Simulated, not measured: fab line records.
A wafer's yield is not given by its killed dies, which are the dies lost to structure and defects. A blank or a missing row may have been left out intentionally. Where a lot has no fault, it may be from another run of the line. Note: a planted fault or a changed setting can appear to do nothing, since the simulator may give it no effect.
Matching of chambers -- flow nandHarc -- NHARC_P_GATE_ETCH_104 on rieDiel-03: 4 sister chambers
The step etches the open film in CF4/CHF3, target depth 60 nm. 18 wafers are shown with their chamber, then 9 later ones without.

== EACH WAFER AND ITS CHAMBER ==
wafer,chamber,drypumpMotorCurrentA (A),showerheadPlenumPTorr (Torr),rfVppV (V)
L075.2,2,5.91,1.49,368.3
L075.4,1,6.35,1.54,369.4
L075.5,0,6.09,1.54,368.6
L076.1,3,6.18,1.65,372.7
L076.3,1,6.37,1.54,370.3
L076.6,2,5.91,1.48,367.8
L078.1,3,6.17,1.65,373.2
L078.2,2,5.91,1.48,367.4
L078.4,1,6.39,1.54,370.0
L080.1,1,6.36,1.54,370.3
L080.5,1,6.34,1.54,367.6
L080.6,2,5.89,1.48,368.5
L085.1,2,5.92,1.48,368.0
L085.5,3,6.19,1.64,372.7
L085.6,0,6.09,1.53,369.3
L087.2,0,6.08,1.53,368.8
L087.3,3,6.18,1.64,373.4
L087.4,1,6.37,1.54,370.6

SIGNATURES, as means of the wafers listed above
reading,chamber 0,chamber 1,chamber 2,chamber 3,scatter within a chamber
drypumpMotorCurrentA,6.0867,6.3633,5.9080,6.1800,0.0128
showerheadPlenumPTorr,1.5333,1.5400,1.4820,1.6450,0.0042
rfVppV,368.900,369.700,368.000,373.000,0.732
Rule: for a wafer and a chamber, the distance is found by dividing, reading by reading, the gap between the wafer's reading and the chamber's mean by the reading's scatter, squaring, summing and taking the root. The wafer belongs to the nearest chamber; if the next one is less than 2 further off, it can't be placed. The scatter is the square root of a quotient: the sum, over the shown wafers, of each reading's squared deviation from its chamber's mean, divided by wafers minus chambers.

== WAFERS WITHOUT THEIR CHAMBER ==
wafer,drypumpMotorCurrentA (A),showerheadPlenumPTorr (Torr),rfVppV (V)
L090.1,6.15,1.64,372.9
L090.2,5.88,1.48,367.0
L090.4,6.37,1.53,370.3
L092.2,6.08,1.53,369.4
L092.4,5.89,1.48,367.6
L092.5,5.91,1.48,367.4
L094.1,6.06,1.53,367.8
L094.3,5.92,1.48,366.3
L094.5,6.17,1.64,372.8

== EACH ONE'S CHAMBER ==
wafer,from the rows above,in truth
L090.1,3,3
L090.2,2,2
L090.4,1,1
L092.2,0,0
L092.4,2,2
L092.5,2,2
L094.1,0,0
L094.3,2,2
L094.5,3,3
9 of 9 placed correctly. Left unplaced by these rows: 0. 0 placed wrongly.
